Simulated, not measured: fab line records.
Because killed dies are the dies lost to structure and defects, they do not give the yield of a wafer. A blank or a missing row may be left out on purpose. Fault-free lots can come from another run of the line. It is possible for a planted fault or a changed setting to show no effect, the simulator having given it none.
What tool caused it? + flow n5 finfet + Sampling: 8 lots, 24 wafers, 6 of 1938 route steps

## WHAT EACH GAUGE READ, for each wafer
N5_BEOL_M4_OCD_MEAS_38. Usual: trench depth nm at 55.5 nm, with a standard deviation of 0.77.
| lot  | measured     | on     | trench depth nm (nm) | flag |
|------|--------------|--------|----------------------|------|
| L823 | day 12 06:46 | ocd-02 | 54.9 55.2 55.2       |      |
| L824 | day 12 07:14 | ocd-01 | 54.9 55.4 55.8       |      |
| L825 | day 12 11:18 | ocd-02 | 57.2 56.4 56.5       |      |
| L826 | day 12 18:49 | ocd-02 | 56.0 55.4 55.2       |      |
| L827 | day 13 04:02 | ocd-02 | 55.6 56.5 56.5       |      |
| L838 | day 15 07:23 | ocd-02 | 55.3 56.3 55.7       |      |
| L836 | day 15 23:58 | ocd-01 | 52.2 55.1 54.7       |      |
| L837 | day 15 17:44 | ocd-02 | 52.5 56.3 55.9       |      |

N5_BEOL_M4_RC_MEAS_101. Usual: DIBL_N 36.0 mV/V, standard deviation 1.3; DIBL_P 36.2 mV/V, standard deviation 1.7; IOFF_N 0.155 nA/um, standard deviation 0.024; IOFF_P 0.21 nA/um, standard deviation 0.034; ION_N 674 uA/um, standard deviation 9; ION_P 463 uA/um, standard deviation 7.1; SS_N 71.4 mV/dec, standard deviation 0.5; SS_P 73.4 mV/dec, standard deviation 0.57; VT_N 250.0 mV, standard deviation 2.8; VT_P -251 mV, standard deviation 3.2.
| lot  | measured     | on        | DIBL_N (mV/V)  | DIBL_P (mV/V)  | IOFF_N (nA/um)    | IOFF_P (nA/um) | ION_N (uA/um) | ION_P (uA/um) | SS_N (mV/dec)  | SS_P (mV/dec)  | VT_N (mV)         | VT_P (mV)      | flag |
|------|--------------|-----------|----------------|----------------|-------------------|----------------|---------------|---------------|----------------|----------------|-------------------|----------------|------|
| L823 | day 12 11:48 | prober-02 | 36.0 35.0 35.2 | 37.5 35.7 36.4 | 0.157 0.144 0.153 | 0.21 0.18 0.19 | 672 667 678   | 459 452 462   | 71.7 71.4 70.7 | 73.4 73.0 74.2 | 250.7 251.3 250.9 | -251 -252 -251 |      |
| L824 | day 12 12:08 | prober-01 | 37.8 35.8 36.3 | 37.2 35.1 35.3 | 0.186 0.156 0.159 | 0.20 0.18 0.18 | 682 681 671   | 457 458 460   | 72.0 70.8 70.4 | 73.3 73.1 73.6 | 248.8 248.2 250.2 | -254 -255 -255 |      |
| L825 | day 12 17:15 | prober-02 | 37.5 38.5 37.3 | 39.4 40.3 38.6 | 0.196 0.211 0.194 | 0.24 0.26 0.23 | 679 686 689   | 463 470 464   | 72.0 72.0 71.0 | 74.1 74.4 74.2 | 245.8 245.1 244.4 | -251 -248 -250 |      |
| L826 | day 13 01:10 | prober-01 | 35.9 33.2 36.0 | 37.4 34.1 37.1 | 0.173 0.126 0.177 | 0.21 0.17 0.22 | 678 670 688   | 460 463 471   | 71.4 70.8 71.2 | 73.1 72.8 73.1 | 248.6 253.2 248.4 | -249 -251 -249 |      |
| L827 | day 13 07:53 | prober-01 | 32.6 34.1 34.0 | 33.0 34.6 34.4 | 0.126 0.147 0.142 | 0.17 0.19 0.19 | 665 671 668   | 462 461 451   | 70.7 71.9 71.4 | 72.7 73.3 73.1 | 251.9 247.8 248.8 | -253 -251 -250 |      |
| L838 | day 15 11:43 | prober-01 | 35.7 34.8 34.3 | 34.9 34.3 34.5 | 0.135 0.120 0.121 | 0.20 0.19 0.19 | 676 668 664   | 464 464 464   | 70.9 71.0 70.4 | 73.0 72.4 72.5 | 251.9 255.6 253.3 | -251 -249 -250 |      |
| L836 | day 16 13:35 | prober-01 | 34.7 35.3 35.4 | 32.5 34.4 33.5 | 0.112 0.135 0.127 | 0.16 0.18 0.17 | 663 673 668   | 452 460 458   | 71.0 70.2 70.6 | 73.3 72.5 72.5 | 256.1 253.0 254.5 | -255 -251 -253 |      |
| L837 | day 15 22:30 | prober-01 | 34.6 33.5 33.9 | 34.0 33.6 33.6 | 0.126 0.124 0.121 | 0.16 0.16 0.16 | 657 658 655   | 447 453 453   | 70.6 71.5 71.5 | 73.1 72.0 73.2 | 257.1 253.6 253.1 | -257 -256 -256 |      |

## WHAT TOOL EACH LOT RAN ON (gives the tool, then ch and the chambers of the sampled wafers, and finally the start)
| lot  | N5_BEOL_M4_ETCH_64                 | N5_BEOL_M4_VIA_ETCH_34             | N5_BEOL_M4_TRENCH_ETCH_37          | N5_BEOL_M4_PRE_CLEAN_45      |
|------|------------------------------------|------------------------------------|------------------------------------|------------------------------|
| L823 | rie diel-04 ch 2,3, day 11 01:16   | rie diel-02 ch 0,1, day 12 06:31   | rie diel-02 ch 0,1, day 12 06:37   | pvd sputter-02, day 12 07:35 |
| L824 | rie diel-02 ch 0,1,2, day 11 02:51 | rie diel-02 ch 0,1,2, day 12 06:59 | rie diel-02 ch 0,1,2, day 12 07:05 | pvd sputter-03, day 12 07:52 |
| L825 | rie diel-05 ch 0,2,3, day 11 09:38 | rie diel-02 ch 0,3, day 12 11:03   | rie diel-02 ch 0,3, day 12 11:09   | pvd sputter-03, day 12 11:48 |
| L826 | rie diel-05 ch 0,1,2, day 11 12:23 | rie diel-05 ch 1,2,3, day 12 18:34 | rie diel-05 ch 1,2,3, day 12 18:40 | pvd sputter-03, day 12 19:46 |
| L827 | rie diel-04 ch 2,3, day 11 19:44   | rie diel-04 ch 0,2,3, day 13 03:47 | rie diel-04 ch 0,2,3, day 13 03:53 | pvd sputter-03, day 13 04:17 |
| L838 | rie diel-02 ch 0,1,3, day 14 11:12 | rie diel-04 ch 0,1,2, day 15 07:08 | rie diel-04 ch 0,1,2, day 15 07:14 | pvd sputter-03, day 15 07:42 |
| L836 | rie diel-04 ch 1,3, day 15 04:06   | rie diel-02 ch 0,1,2, day 15 23:42 | rie diel-02 ch 0,1,2, day 15 23:49 | pvd sputter-01, day 16 00:22 |
| L837 | rie diel-04 ch 0,1,2, day 15 07:38 | rie diel-02 ch 1,3, day 15 17:29   | rie diel-02 ch 1,3, day 15 17:35   | pvd sputter-02, day 15 18:28 |
- N5_BEOL_M4_ETCH_64: etches SOC in N2/H2, target depth 75 nm, overetch 22.5 nm, time 121.9 s.
- N5_BEOL_M4_VIA_ETCH_34: etches the open film in C4F6/O2, target depth 69.4 nm, time 65.9 s.
- N5_BEOL_M4_TRENCH_ETCH_37: etches SiOC in C4F6/O2, target depth 55.555 nm, time 29.2 s.
- N5_BEOL_M4_PRE_CLEAN_45: time 30 s.

## WHAT THE TOOLS THEMSELVES READ (means of the sampled wafers that have a number; where no wafer has one, the mark that the record gives instead)
N5_BEOL_M4_ETCH_64. Usual: chamber pressure mTorr 30.000 mTorr, standard deviation 0.029; drypump motor current A 5.8 A, standard deviation 0.41; oes product au 0.57 a.u., standard deviation 0.06; rf vpp V 524.1 V, standard deviation 1.6; showerhead plenum p Torr 2.55 Torr, standard deviation 0.053; throttle valve pct 17.78 %, standard deviation 0.2.
| lot  | tool        | chamber pressure mTorr (mTorr) | drypump motor current A (A) | oes product au (a.u.) | rf vpp V (V) | showerhead plenum p Torr (Torr) | throttle valve pct (%) | flag |
|------|-------------|--------------------------------|-----------------------------|-----------------------|--------------|---------------------------------|------------------------|------|
| L823 | rie diel-04 | 29.973                         | 5.7                         | 0.52                  | 525.3        | 2.58                            | 17.97                  |      |
| L824 | rie diel-02 | 29.989                         | 5.6                         | 0.57                  | 524.0        | 2.54                            | 17.95                  |      |
| L825 | rie diel-05 | 30.004                         | 5.8                         | 0.54                  | 524.6        | 2.56                            | 17.78                  |      |
| L826 | rie diel-05 | 30.000                         | 6.0                         | 0.57                  | 522.7        | 2.51                            | 17.67                  |      |
| L827 | rie diel-04 | 30.009                         | 5.9                         | 0.53                  | 523.7        | 2.54                            | 17.91                  |      |
| L838 | rie diel-02 | 30.016                         | 5.9                         | 0.60                  | 524.2        | 2.55                            | 17.84                  |      |
| L836 | rie diel-04 | 30.011                         | 5.4                         | 0.71                  | 525.6        | 2.61                            | 17.51                  |      |
| L837 | rie diel-04 | 29.993                         | 5.8                         | 0.63                  | 523.5        | 2.53                            | 17.60                  |      |

N5_BEOL_M4_VIA_ETCH_34. Usual: chamber pressure mTorr is 15.001 mTorr with standard deviation 0.014, drypump motor current A is 5.7 A with standard deviation 0.43, oes product au is 0.77 a.u. with standard deviation 0.097, rf vpp V is 668 V with standard deviation 5.5, run length s is 89.1 s with standard deviation 0.47, showerhead plenum p Torr is 2.85 Torr with standard deviation 0.051, and throttle valve pct is 30.73 % with standard deviation 0.2.
| lot  | tool        | chamber pressure mTorr (mTorr) | drypump motor current A (A) | oes product au (a.u.) | rf vpp V (V) | run length s (s) | showerhead plenum p Torr (Torr) | throttle valve pct (%) | flag |
|------|-------------|--------------------------------|-----------------------------|-----------------------|--------------|------------------|---------------------------------|------------------------|------|
| L823 | rie diel-02 | 15.016                         | 5.9                         | 0.73                  | 673          | 89.3             | 2.84                            | 30.89                  |      |
| L824 | rie diel-02 | 14.993                         | 5.6                         | 0.75                  | 672          | 89.0             | 2.84                            | 30.90                  |      |
| L825 | rie diel-02 | 15.019                         | 5.9                         | 0.92                  | 668          | 88.6             | 2.89                            | 30.62                  |      |
| L826 | rie diel-05 | 14.990                         | 5.8                         | 0.75                  | 668          | 89.2             | 2.83                            | 30.56                  |      |
| L827 | rie diel-04 | 15.003                         | 5.9                         | 0.87                  | 662          | 89.1             | 2.84                            | 30.59                  |      |
| L838 | rie diel-04 | 15.006                         | 5.9                         | 0.84                  | 668          | 89.1             | 2.83                            | 30.49                  |      |
| L836 | rie diel-02 | 15.009                         | 5.6                         | 0.71                  | 672          | 89.1             | 2.82                            | 30.94                  |      |
| L837 | rie diel-02 | 14.997                         | 5.8                         | 0.82                  | 669          | 88.8             | 2.86                            | 30.74                  |      |

N5_BEOL_M4_TRENCH_ETCH_37. Usual: chamber pressure mTorr is 30.000 mTorr with standard deviation 0.026, drypump motor current A is 5.7 A with standard deviation 0.43, oes product au is 0.77 a.u. with standard deviation 0.098, rf vpp V is 668 V with standard deviation 5.6, run length s is 52.5 s with standard deviation 0.48, showerhead plenum p Torr is 2.86 Torr with standard deviation 0.051, and throttle valve pct is 20.85 % with standard deviation 0.2.
| lot  | tool        | chamber pressure mTorr (mTorr) | drypump motor current A (A) | oes product au (a.u.) | rf vpp V (V) | run length s (s) | showerhead plenum p Torr (Torr) | throttle valve pct (%) | flag |
|------|-------------|--------------------------------|-----------------------------|-----------------------|--------------|------------------|---------------------------------|------------------------|------|
| L823 | rie diel-02 | 29.993                         | 5.9                         | 0.74                  | 672          | 52.8             | 2.84                            | 20.97                  |      |
| L824 | rie diel-02 | 30.000                         | 5.6                         | 0.74                  | 674          | 52.4             | 2.84                            | 21.00                  |      |
| L825 | rie diel-02 | 30.003                         | 6.0                         | 0.93                  | 669          | 52.0             | 2.89                            | 20.70                  |      |
| L826 | rie diel-05 | 30.012                         | 5.8                         | 0.74                  | 666          | 52.5             | 2.84                            | 20.73                  |      |
| L827 | rie diel-04 | 29.990                         | 5.9                         | 0.87                  | 661          | 52.4             | 2.84                            | 20.68                  |      |
| L838 | rie diel-04 | 30.012                         | 5.8                         | 0.84                  | 668          | 52.6             | 2.83                            | 20.61                  |      |
| L836 | rie diel-02 | 30.003                         | 5.6                         | 0.71                  | 672          | 51.8             | 2.83                            | 21.05                  |      |
| L837 | rie diel-02 | 30.027                         | 5.8                         | 0.83                  | 668          | 51.4             | 2.87                            | 20.82                  |      |

N5_BEOL_M4_PRE_CLEAN_45. Usual: heater power w 333 W, standard deviation 28; susceptor temp C 250.00 C, standard deviation 0.18.
| lot  | tool           | heater power w (W) | susceptor temp C (C) | flag |
|------|----------------|--------------------|----------------------|------|
| L823 | pvd sputter-02 | 332                | 250.00               |      |
| L824 | pvd sputter-03 | 322                | 250.02               |      |
| L825 | pvd sputter-03 | 316                | 249.84               |      |
| L826 | pvd sputter-03 | 362                | 250.21               |      |
| L827 | pvd sputter-03 | 338                | 250.05               |      |
| L838 | pvd sputter-03 | 323                | 249.84               |      |
| L836 | pvd sputter-01 | 337                | 250.12               |      |
| L837 | pvd sputter-02 | 328                | 250.18               |      |

## THE ANSWER, worked out from the rows above alone
Rule: a lot counts as off when the mean over its wafers that have a number is more than 3 standard deviations away from the usual mean. A lot without any number at a reading at which 4 lots or more have one is off too. The other lots that the step has rows for count as sound. Order of review: gauges by route order, followed by the tools' own readings, for which a lot's mean as printed above is used. At the first step where some lot is off, the reading lying furthest off is the one used; lots without a number count as furthest.
None of the lots is off at any reading shown; this tells nothing.

## WHAT THE SIMULATOR HAD PUT IN
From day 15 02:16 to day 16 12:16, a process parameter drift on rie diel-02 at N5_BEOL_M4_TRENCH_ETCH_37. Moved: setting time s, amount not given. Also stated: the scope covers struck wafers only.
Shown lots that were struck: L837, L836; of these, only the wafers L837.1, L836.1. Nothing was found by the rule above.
